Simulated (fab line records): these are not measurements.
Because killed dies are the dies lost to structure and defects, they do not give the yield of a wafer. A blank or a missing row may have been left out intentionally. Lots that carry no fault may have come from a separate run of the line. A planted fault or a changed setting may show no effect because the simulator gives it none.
A struck lot beside a sound one | flow nand harc | 15 out of 1302 route steps
Sound: the wafers L868.1, L868.2, L868.3. Wafers struck: L855.2, L855.3, L855.5. The cause is given at the end.
Order at every step that has rows: each side's tool, ch and its chambers, its first start. Under that, the readings that differ: sound wafers | struck wafers | difference of the means | sigmas: that difference in standard deviations of wafers without a fault.
alike: same words and numbers on both sides, and readings whose means sit less than 2 such deviations apart. not compared: any withheld reading, any reading some wafer has no value for, any bound like >300 that may hide the same value, and any number with overlapping values for which the record gives no deviation.
A row with sigmas, a row that says differs or no value, or rows on one side alone: a step with any of these is where the two part. Numbers that have no deviation but don't overlap get no sigmas and don't part them. Lack of a reading on every wafer of one side parts them only where that side has two or more wafers.

first, 2 steps without rows for these wafers: NHARC_A_CONTACT_STRIP_104 (strips in CF4/CHF3); NHARC_A_CONTACT_STRIP_105 (strips in O2/COS).
NHARC_A_CONTACT_ETCH_106: etches the open film in CF4/O2, target depth 90 nm, overetch 9 nm, time 49.5 s.
  sound on rie diel-02 ch 0,2,3, day 29 12:43; struck on rie diel-02 ch 0,2, day 24 13:53
  alike: drypump motor current A, oes product au, rf fwd power W, rf vpp V, showerhead plenum p Torr, throttle valve pct
  not compared: rf hours counter h
NHARC_A_CONTACT_STRIP_82: strips in O2.
  sound on rie diel-02 ch 1,2,3; struck on rie diel-02 ch 1,3
  alike: drypump motor current A, oes product au, rf vpp V, showerhead plenum p Torr, throttle valve pct
  not compared: rf hours counter h
then, 1 step without rows for these wafers: NHARC_A_CONTACT_STRIP_83 (strips in post etch residue remover, time 600 s).
NHARC_A_CONTACT_DEP_84: deposits aC, target thk 2800 nm.
  sound on acl dep-03 ch 0, day 29 15:46; struck on acl dep-02 ch 0, day 24 17:35
  alike: throttle valve pct
NHARC_A_CONTACT_DEP_85: deposits SiON, target thk 60 nm.
  sound on pecvd-01 ch 0,1,2, day 29 17:32; struck on pecvd-03 ch 0,1,2, day 24 19:02
  alike: heater power w, rf fwd power W
then, 5 steps without rows for these wafers: NHARC_A_CONTACT_DEHYDRATE_00 (time 120 s); NHARC_A_CONTACT_HMDS_01 (time 30 s); NHARC_A_CONTACT_COAT_86 (time 75 s); NHARC_A_CONTACT_COAT_87 (time 65 s); NHARC_A_CONTACT_COAT_02 (resist thk 90 nm).
NHARC_A_CONTACT_SOFTBAKE_03: time 55 s.
  sound on litho track-04 ch 0, day 29 17:00; struck on litho track-04 ch 0, day 24 19:00
  reading                  | sound                | struck               | difference                    | sigmas
  heater power total W (W) | 188.34 188.36 188.53 | 323.54 323.06 323.07 | +134.81                       | +99 or more
  plate temp C (C)         | 105.06 104.98 105.04 | - - -                | no value on the struck wafers |
  alike: exhaust pa
after that, 1 step had no rows for these wafers: NHARC_A_CONTACT_EBR_04.
-- jump in the record: it breaks off in module A_CONTACT and resumes in module END (first step shown: number 1302 of the route), and 2 days separate the struck wafers' starts before and after --
NHARC_END_SORT_01:
  sound on prober-01 ch 0, day 31 19:28; struck on prober-02 ch 0, day 27 01:37
  alike: killed at array, killed at other, killed at periphery, killed dies, killed open, killed short

WHERE THEY PART
Only at NHARC_A_CONTACT_SOFTBAKE_03, within this record. Later steps at which nothing parts them and some readings are alike: NHARC_END_SORT_01.

WHY: what the simulator had put in
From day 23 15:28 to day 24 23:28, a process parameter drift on litho track-04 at NHARC_A_CONTACT_SOFTBAKE_03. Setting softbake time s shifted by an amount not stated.
